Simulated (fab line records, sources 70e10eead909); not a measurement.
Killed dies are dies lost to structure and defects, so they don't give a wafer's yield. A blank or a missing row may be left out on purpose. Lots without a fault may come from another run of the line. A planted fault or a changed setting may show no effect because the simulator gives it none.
Chamber matching | flow nand_harc | NHARC_A_M0_STRIP_18 on rie_diel-02: 4 sister chambers
The step strips in N2/H2. 18 wafers are shown with their chamber, then 9 later ones without.

WAFERS WITH THEIR CHAMBER
wafer  | chamber | showerhead_plenum_p_Torr (Torr) | rf_vpp_V (V) | throttle_valve_pct (%)
L074.1 | 1       | 2.19                            | 92.3         | 14.160
L074.5 | 1       | 2.19                            | 91.4         | 14.168
L074.6 | 0       | 1.99                            | 89.6         | 14.170
L075.2 | 1       | 2.19                            | 91.1         | 14.175
L075.3 | 2       | 2.20                            | 92.3         | 14.163
L075.6 | 1       | 2.19                            | 90.8         | 14.166
L076.1 | 2       | 2.20                            | 91.0         | 14.166
L076.3 | 1       | 2.19                            | 90.6         | 14.166
L076.4 | 3       | 2.00                            | 89.2         | 14.177
L084.1 | 0       | 1.99                            | 89.9         | 14.176
L084.3 | 2       | 2.19                            | 91.8         | 14.158
L084.5 | 1       | 2.18                            | 92.9         | 14.178
L085.4 | 0       | 1.99                            | 89.7         | 14.172
L085.5 | 3       | 1.99                            | 90.8         | 14.160
L085.6 | 2       | 2.20                            | 90.6         | 14.163
L080.1 | 0       | 1.99                            | 90.8         | 14.184
L080.2 | 3       | 1.99                            | 89.8         | 14.154
L080.4 | 2       | 2.19                            | 91.9         | 14.158

SIGNATURES (means of the wafers above)
reading                  | chamber 0 | chamber 1 | chamber 2 | chamber 3 | scatter within a chamber
showerhead_plenum_p_Torr | 1.9900    | 2.1883    | 2.1960    | 1.9933    | 0.00439
rf_vpp_V                 | 90.000    | 91.517    | 91.520    | 89.933    | 0.766
throttle_valve_pct       | 14.17550  | 14.16883  | 14.16160  | 14.16367  | 0.0069
Rule: a wafer's distance from a chamber is the root of the sum, over the readings, of the square of ((its reading less the chamber's mean) divided by the reading's scatter). The wafer belongs to the nearest chamber; if the next one is less than 2 further off, it can't be placed. The scatter: the root of (the sum of the squares of (reading less its chamber's mean) over the shown wafers, divided by (wafers less chambers)).

WAFERS WITHOUT THEIR CHAMBER
wafer  | showerhead_plenum_p_Torr (Torr) | rf_vpp_V (V) | throttle_valve_pct (%)
L089.2 | 2.18                            | 91.6         | 14.166
L089.3 | 1.99                            | 90.8         | 14.187
L089.6 | 1.99                            | 90.8         | 14.163
L091.1 | 1.99                            | 90.2         | 14.180
L091.3 | 2.19                            | 91.3         | 14.164
L091.4 | 2.18                            | 93.0         | 14.178
L095.1 | 1.99                            | 89.8         | 14.164
L095.2 | 2.19                            | 91.5         | 14.184
L095.6 | 1.99                            | 91.8         | 14.173

WHICH CHAMBER EACH WENT THROUGH
wafer  | from the rows above     | in truth
L089.2 | can't be placed: 1 or 2 | 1
L089.3 | can't be placed: 0 or 3 | 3
L089.6 | can't be placed: 3 or 0 | 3
L091.1 | can't be placed: 0 or 3 | 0
L091.3 | can't be placed: 1 or 2 | 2
L091.4 | can't be placed: 1 or 2 | 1
L095.1 | can't be placed: 3 or 0 | 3
L095.2 | can't be placed: 1 or 2 | 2
L095.6 | can't be placed: 0 or 3 | 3
Placed correctly: 0 of 9. Can't be placed from these rows: 9 (the true chamber is among the candidates in 9). Placed wrongly: 0.
